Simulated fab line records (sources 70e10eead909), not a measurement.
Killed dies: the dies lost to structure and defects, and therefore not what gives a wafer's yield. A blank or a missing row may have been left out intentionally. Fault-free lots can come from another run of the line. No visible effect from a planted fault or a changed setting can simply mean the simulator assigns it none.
fab line records | flow nandHarc | part 2 of 2: steps 28 to 40 of 40
[record] lots = 5 wafers = 15 lastDay = 25
route steps=1159 shown P_CONTACT@247 P_M0@253 P_M1@285
lots untouched by any fault: they come from a run of this same line in which no faults occurred
startH: start of the lot's first displayed wafer, in hours after the record's first day | waitH: hours from the lot's prior step to this one | " repeats the value in the row above | L1.1+2: several wafers, shown together as one row | - no value, or no start was given | * or withheld: withheld | < > ~ a bound
route shown NAME@n: names a module that has steps shown in the file, with the first one's number in the route | usual: mean/standard deviation of fault-free wafers | same: alike in all rows | chamber/n: place in a boat | sites: the reading at each site | _std_site: how widely they spread, as a standard deviation | _edge_site: mean of outer sites minus mean of inner sites | radiusMm: for every site, how far away it sits from the centre of the wafer | mask NAME#n: copy n | behind: the tool/chamber that last shaped the wafer | hold: why the lot was held/for how many hours/how that ended | device: which transistor (n, p or np) failed to switch | end of line: the route-end tests of the same wafers | a step given without rows: its recipe and nothing more | killed: dies lost to structure and defects at the first sort, not the wafer's yield | map: a wafer's dies, x killed, . not, _ none there
set.NAME: the setting the step ran with; set.NAME@STEP: the setting that earlier step ran with | model.NAME: the simulator's own value behind a step, which no gauge read
lots at selected steps of the route; one table per step, one row per wafer
services: a tool's chamber out of use, with start hour (startH, from the record's first day; less than 0 if before it), hours out, and reason
[[steps]]
[step NHARC_P_M0_PVD_21]
[recipe] targetThkA = 300 chamberPressurePa = 5 powerW = 5000 substrateTempC = 30 timeS = 20.49 material = Cu
[usual] throttleValvePct = 29.7/0.9
// columns lot.wafer tool chamber startH waitH throttleValvePct
L088.3 pvdSputter-01 - - - 30.2
L088.2 " - " " 30.4
L088.1 " - " " 29.2
L087.2 pvdSputter-03 - - - 29.6
L087.3 " - " " 31.4
L087.1 " - " " 28.1
L086.4 pvdSputter-03 - - - 29.2
L086.5 " - " " 28.2
L086.6 " - " " 30.0
L090.1 pvdSputter-03 - - - 28.1
L090.3 " - " " 29.7
L090.6 " - " " 28.3
L097.4 pvdSputter-03 - - - 28.4
L097.3 " - " " 29.7
L097.5 " - " " 29.2
[step NHARC_P_M0_ECD_22]
[recipe] targetThkA = 4000 bathTempC = 25 material = Cu
[usual] bathTempC = 24.99/0.1
// columns lot.wafer tool chamber startH waitH bathTempC
L088.2 ecdCu-02 0 196.13 - 25.07
L088.1 " 1 " " 25.14
L088.3 " 1 " " 24.97
L087.2 ecdCu-01 1 196.24 - 24.92
L087.1 " 0 " " 24.99
L087.3 " 1 " " 25.07
L086.4 ecdCu-02 0 196.67 - 24.96
L086.5 " 0 " " 24.92
L086.6 " 1 " " 24.89
L090.1 ecdCu-02 1 219.73 - 25.06
L090.3 " 0 " " 25.24
L090.6 " 0 " " 25.18
L097.3 ecdCu-02 1 254.40 - 24.93
L097.4 " 0 " " 24.92
L097.5 " 1 " " 24.98
[step NHARC_P_M0_ANNEAL_30]
[recipe] tempC = 225 timeS = 90
[usual] wafer_temp_C_max = 226.4/0.5
// columns lot.wafer tool chamber startH waitH wafer_temp_C_max
L088.1 rtpAnneal-02 0 196.51 - 227.0
L088.2 " 0 " " 226.4
L088.3 " 0 " " 227.0
L087.1 rtpAnneal-01 0 196.61 - 225.6
L087.2 " 0 " " 226.0
L087.3 " 0 " " 226.0
L086.4 rtpAnneal-02 0 197.10 - 226.7
L086.5 " 0 " " 226.6
L086.6 " 0 " " 226.9
L090.1 rtpAnneal-01 0 220.10 0.3 226.0
L090.3 " 0 " " 226.1
L090.6 " 0 " " 226.1
L097.3 rtpAnneal-02 0 254.78 0.3 227.2
L097.4 " 0 " " 227.0
L097.5 " 0 " " 227.0
[step NHARC_P_M0_CMP_23]
[recipe] tOverpolishS = 20 targetThkNm = 117.53
[usual] motorCurrentA = 12.0/1.2 padLifeWafers = 190/130 timeToEndpointS = 27.9/2.1
// columns lot.wafer tool chamber startH waitH motorCurrentA padLifeWafers timeToEndpointS
L088.1 cmp-04 2 196.85 - 11.3 462 28.1
L088.3 " 0 " " 11.8 464 25.8
L088.2 " 1 " " 11.0 465 24.4
L087.2 cmp-01 0 196.98 - 9.9 73 28.8
L087.3 " 1 " " 12.8 74 29.4
L087.1 " 2 " " 11.8 75 30.0
L086.4 cmp-02 2 197.38 - 13.7 243 28.0
L086.6 " 3 " " 11.9 - 30.2
L086.5 " 0 " " 13.5 - 27.7
L090.3 cmp-04 1 220.45 - 10.9 78 28.2
L090.1 " 2 " " 11.6 79 28.1
L090.6 " 1 " " 10.7 - 29.1
L097.3 cmp-01 2 255.02 - 10.8 306 32.5
L097.4 " 3 " " 10.9 307 32.1
L097.5 " 3 " " 11.3 - 32.5
[step NHARC_P_M0_THK_MEAS_24]
[recipe] thkMeasGauge = xrf
[usual] thkNm = 117.4/1.4
// columns lot.wafer tool chamber startH waitH thkNm
L088.1 filmMetro-02 - 197.17 - 117.5
L088.2 " - " " 119.4
L088.3 " - " " 116.9
L087.1 filmMetro-01 - 197.27 - 117.8
L087.2 " - " " 119.2
L087.3 " - " " 118.9
L086.4 filmMetro-01 - 197.61 - 119.6
L086.5 " - " " 118.5
L086.6 " - " " 118.8
L090.1 filmMetro-01 - 220.76 - 118.5
L090.3 " - " " 116.3
L090.6 " - " " 117.4
L097.3 filmMetro-02 - 255.34 - 118.9
L097.4 " - " " 117.5
L097.5 " - " " 118.8
[step NHARC_P_M0_SRD_25]
// columns lot.wafer tool chamber startH waitH
L088.1+2+3 wetBench-10 7,1,3 197.21 0.0
L087.3+1+2 wetBench-10 7,1,3 197.31 0.0
L086.4+6+5 wetBench-08 1,2,5 197.65 0.0
L090.1+3+6 wetBench-10 0,1,5 220.80 0.0
L097.4+5+3 wetBench-10 3,4,5 255.38 0.0
[step NHARC_P_M0_INSPECT_27]
[usual] rawDefectCount = 309/130
// columns lot.wafer tool chamber startH waitH rawDefectCount
L088.1 defectInspect-02 - 197.32 0.0 231
L088.2 " - " " 243
L088.3 " - " " 377
L087.1 defectInspect-01 - 197.42 0.0 223
L087.2 " - " " 195
L087.3 " - " " 383
L086.4 defectInspect-01 - 197.77 0.0 188
L086.5 " - " " 204
L086.6 " - " " 244
L090.1 defectInspect-02 - 220.92 0.0 470
L090.3 " - " " 325
L090.6 " - " " 339
L097.3 defectInspect-02 - 255.49 0.0 515
L097.4 " - " " 230
L097.5 " - " " 288
[step NHARC_P_M0_PRE_CLEAN_31]
[recipe] timeS = 12 tempC = 370 rfPowerW = 300 gas = NH3
[usual] heaterPowerW = 644/63
// columns lot.wafer tool chamber startH waitH heaterPowerW
L088.3 pecvd-02 0 197.39 0.1 572
L088.1 " 1 " " 658
L088.2 " 2 " " 752
L087.1 pecvd-03 0 197.54 0.1 625
L087.2 " 1 " " 565
L087.3 " 2 " " 720
L086.4 pecvd-02 1 197.87 0.1 624
L086.5 " 2 " " 716
L086.6 " 0 " " 645
L090.1 pecvd-03 0 221.00 0.1 594
L090.3 " 1 " " 619
L090.6 " 1 " " 622
L097.3 pecvd-04 1 255.57 0.1 644
L097.4 " 1 " " 644
L097.5 " 2 " " 679
[step NHARC_P_M0_DEP_32]
[recipe] targetThkA = 300 tempC = 370 targetThkNm = 30 pressureTorr = 3 flowSccm = 200 rfW = 450 material = SiCN
[usual] heaterPowerW = 588/60
// columns lot.wafer tool chamber startH waitH heaterPowerW
L088.3 pecvd-02 0 197.47 0.1 632
L088.1 " 1 " " 580
L088.2 " 2 " " 617
L087.1 pecvd-03 0 197.62 0.1 586
L087.2 " 1 " " 549
L087.3 " 2 " " 661
L086.4 pecvd-02 1 198.04 0.2 540
L086.5 " 2 " " 625
L086.6 " 0 " " 614
L090.1 pecvd-03 0 221.11 0.1 561
L090.3 " 1 " " 568
L090.6 " 1 " " 566
L097.3 pecvd-04 1 255.68 0.1 563
L097.4 " 1 " " 549
L097.5 " 2 " " 615
[step NHARC_P_M1_DEP_00]
[recipe] targetThkA = 1825 targetThkNm = 182.5 tempC = withheld pressureTorr = 5 flowSccm = 200 rfW = 600 material = SiOC
// columns lot.wafer tool chamber startH waitH
L088.3+1+2 pecvd-03 2,0,1 197.88 -
L087.3+2+1 pecvd-03 0,1,2 - -
L086.5+4+6 pecvd-02 2,0,1 - -
L090.3+1+6 pecvd-02 2,1,0 221.48 -
L097.3+4+5 pecvd-04 1,2,1 - -
[step NHARC_P_M1_DEHYDRATE_01]
[recipe] tempC = 150 timeS = 120
// columns lot.wafer tool chamber startH waitH
L088.1+2+3 lithoTrack-06 0 198.29 -
L087.1+2+3 lithoTrack-04 0 198.56 -
L086.4+5+6 lithoTrack-06 0 198.72 -
L090.1+3+6 lithoTrack-01 0 221.89 -
L097.3+4+5 lithoTrack-04 0 256.45 -
[step NHARC_P_M1_HMDS_02]
[recipe] timeS = 30
// columns lot.wafer tool chamber startH waitH
L088.1+2+3 lithoTrack-06 0 - -
L087.1+2+3 lithoTrack-04 0 - -
L086.4+5+6 lithoTrack-06 0 - -
L090.1+3+6 lithoTrack-01 0 - -
L097.3+4+5 lithoTrack-04 0 - -
[step NHARC_P_M1_COAT_34]
[recipe] tempC = 200 timeS = 65
// columns lot.wafer tool chamber startH waitH
L088.1+2+3 lithoTrack-06 0 - -
L087.1+2+3 lithoTrack-04 0 - -
L086.4+5+6 lithoTrack-06 0 - -
L090.1+3+6 lithoTrack-01 0 - -
L097.3+4+5 lithoTrack-04 0 - -
[[services]]
// columns tool chamber startH hours kind
cmp-02 - 164.86 2.7 repair
rieDiel-08 1 170.02 8.7 repair
rieDiel-08 2 173.35 50.0 repair
rieDiel-13 - 175.30 0.5 repair
rieDiel-10 - 176.53 9.0 pm
rieDiel-13 2 178.47 8.5 repair
ecdCu-02 - 180.00 8.0 pm
wetBench-02 - 180.00 8.0 pm
aldMetal-01 - 186.27 0.7 repair
aldMetal-01 - 187.25 0.7 repair
pecvd-04 - 195.95 13.0 pm
arfiScanner-01 - 196.00 4.0 pm
wetBench-05 - 196.80 8.0 pm
rieDiel-08 3 200.66 10.0 repair
cmp-04 - 203.95 4.0 pm
rieDiel-10 3 205.56 44.2 repair
rieDiel-08 0 215.29 1.9 repair
pvdSputter-03 - 221.23 11.6 repair
arfiScanner-01 - 221.23 2.7 repair
rieDiel-13 2 228.25 23.1 repair
pecvd-04 2 229.12 7.9 repair
pecvd-03 0 231.24 10.6 repair
rieDiel-10 1 231.61 14.3 repair
wetBench-10 - 247.20 8.0 pm
